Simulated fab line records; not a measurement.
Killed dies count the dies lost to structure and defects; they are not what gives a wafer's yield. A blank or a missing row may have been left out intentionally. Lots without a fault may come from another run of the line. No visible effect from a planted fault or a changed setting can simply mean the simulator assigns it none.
Chamber matching / flow n5_finfet / rie_diel-06 running N5_FIN_CUT_CUT_ETCH_26: 4 sister chambers
The step etches SiNx in CH3F/O2, target depth 39 nm, time 55.7 s. 20 wafers are shown with their chamber, then 10 later ones without.

WAFERS WITH THEIR CHAMBER
wafer=L074.3; chamber=1; throttle_valve_pct (%)=16.8; drypump_motor_current_A (A)=5.7; oes_product_au (a.u.)=0.81
wafer=L074.4; chamber=3; throttle_valve_pct (%)=16.9; drypump_motor_current_A (A)=5.4; oes_product_au (a.u.)=0.70
wafer=L074.5; chamber=2; throttle_valve_pct (%)=16.0; drypump_motor_current_A (A)=5.8; oes_product_au (a.u.)=0.75
wafer=L076.2; chamber=0; throttle_valve_pct (%)=16.4; drypump_motor_current_A (A)=5.7; oes_product_au (a.u.)=0.69
wafer=L076.5; chamber=3; throttle_valve_pct (%)=16.9; drypump_motor_current_A (A)=5.4; oes_product_au (a.u.)=0.70
wafer=L076.6; chamber=0; throttle_valve_pct (%)=16.4; drypump_motor_current_A (A)=5.7; oes_product_au (a.u.)=0.70
wafer=L079.2; chamber=0; throttle_valve_pct (%)=16.4; drypump_motor_current_A (A)=5.7; oes_product_au (a.u.)=0.70
wafer=L079.3; chamber=2; throttle_valve_pct (%)=16.0; drypump_motor_current_A (A)=5.8; oes_product_au (a.u.)=0.75
wafer=L079.4; chamber=1; throttle_valve_pct (%)=16.8; drypump_motor_current_A (A)=5.6; oes_product_au (a.u.)=0.80
wafer=L080.2; chamber=3; throttle_valve_pct (%)=16.9; drypump_motor_current_A (A)=5.4; oes_product_au (a.u.)=0.69
wafer=L080.4; chamber=0; throttle_valve_pct (%)=16.4; drypump_motor_current_A (A)=5.7; oes_product_au (a.u.)=0.71
wafer=L080.5; chamber=1; throttle_valve_pct (%)=16.8; drypump_motor_current_A (A)=5.6; oes_product_au (a.u.)=0.81
wafer=L085.2; chamber=2; throttle_valve_pct (%)=16.0; drypump_motor_current_A (A)=5.8; oes_product_au (a.u.)=0.75
wafer=L085.3; chamber=3; throttle_valve_pct (%)=16.9; drypump_motor_current_A (A)=5.4; oes_product_au (a.u.)=0.69
wafer=L085.6; chamber=2; throttle_valve_pct (%)=16.0; drypump_motor_current_A (A)=5.8; oes_product_au (a.u.)=0.75
wafer=L089.1; chamber=3; throttle_valve_pct (%)=16.9; drypump_motor_current_A (A)=5.4; oes_product_au (a.u.)=0.69
wafer=L089.2; chamber=1; throttle_valve_pct (%)=16.9; drypump_motor_current_A (A)=5.7; oes_product_au (a.u.)=0.80
wafer=L089.5; chamber=1; throttle_valve_pct (%)=16.9; drypump_motor_current_A (A)=5.6; oes_product_au (a.u.)=0.80
wafer=L091.3; chamber=3; throttle_valve_pct (%)=16.9; drypump_motor_current_A (A)=5.4; oes_product_au (a.u.)=0.69
wafer=L091.4; chamber=1; throttle_valve_pct (%)=16.9; drypump_motor_current_A (A)=5.6; oes_product_au (a.u.)=0.80

SIGNATURES (averages over the wafers above)
reading=throttle_valve_pct; chamber 0=16.400; chamber 1=16.850; chamber 2=16.000; chamber 3=16.900; scatter within a chamber=0.0306
reading=drypump_motor_current_A; chamber 0=5.700; chamber 1=5.633; chamber 2=5.800; chamber 3=5.400; scatter within a chamber=0.0289
reading=oes_product_au; chamber 0=0.7000; chamber 1=0.8033; chamber 2=0.7500; chamber 3=0.6933; scatter within a chamber=0.0054
Rule: a wafer lies at a distance from a chamber equal to the root of the sum of squares, over the readings, of (its reading less the chamber's mean, divided by the reading's scatter). If the next closest chamber is less than 2 further off than the closest, the wafer can't be placed; otherwise it belongs to the closest. The scatter: the root of (the sum of the squares of (reading less its chamber's mean) over the shown wafers, divided by (wafers less chambers)).

WAFERS WHOSE CHAMBER IS MISSING
wafer=L091.6; throttle_valve_pct (%)=16.9; drypump_motor_current_A (A)=5.4; oes_product_au (a.u.)=0.68
wafer=L094.1; throttle_valve_pct (%)=16.9; drypump_motor_current_A (A)=5.4; oes_product_au (a.u.)=0.68
wafer=L094.3; throttle_valve_pct (%)=16.4; drypump_motor_current_A (A)=5.7; oes_product_au (a.u.)=0.69
wafer=L094.4; throttle_valve_pct (%)=16.0; drypump_motor_current_A (A)=5.8; oes_product_au (a.u.)=0.73
wafer=L095.1; throttle_valve_pct (%)=17.0; drypump_motor_current_A (A)=5.4; oes_product_au (a.u.)=0.68
wafer=L095.3; throttle_valve_pct (%)=16.0; drypump_motor_current_A (A)=5.8; oes_product_au (a.u.)=0.74
wafer=L095.6; throttle_valve_pct (%)=16.9; drypump_motor_current_A (A)=5.4; oes_product_au (a.u.)=0.68
wafer=L096.1; throttle_valve_pct (%)=16.9; drypump_motor_current_A (A)=5.4; oes_product_au (a.u.)=0.67
wafer=L096.5; throttle_valve_pct (%)=16.0; drypump_motor_current_A (A)=5.8; oes_product_au (a.u.)=0.73
wafer=L096.6; throttle_valve_pct (%)=16.9; drypump_motor_current_A (A)=5.4; oes_product_au (a.u.)=0.67

CHAMBER TAKEN BY EACH
wafer=L091.6; from the rows above=3; in truth=3
wafer=L094.1; from the rows above=3; in truth=3
wafer=L094.3; from the rows above=0; in truth=0
wafer=L094.4; from the rows above=2; in truth=2
wafer=L095.1; from the rows above=3; in truth=3
wafer=L095.3; from the rows above=2; in truth=2
wafer=L095.6; from the rows above=3; in truth=3
wafer=L096.1; from the rows above=3; in truth=3
wafer=L096.5; from the rows above=2; in truth=2
wafer=L096.6; from the rows above=3; in truth=3
Correctly placed: 10 of 10. Left unplaced by these rows: 0. Number placed wrongly: 0.
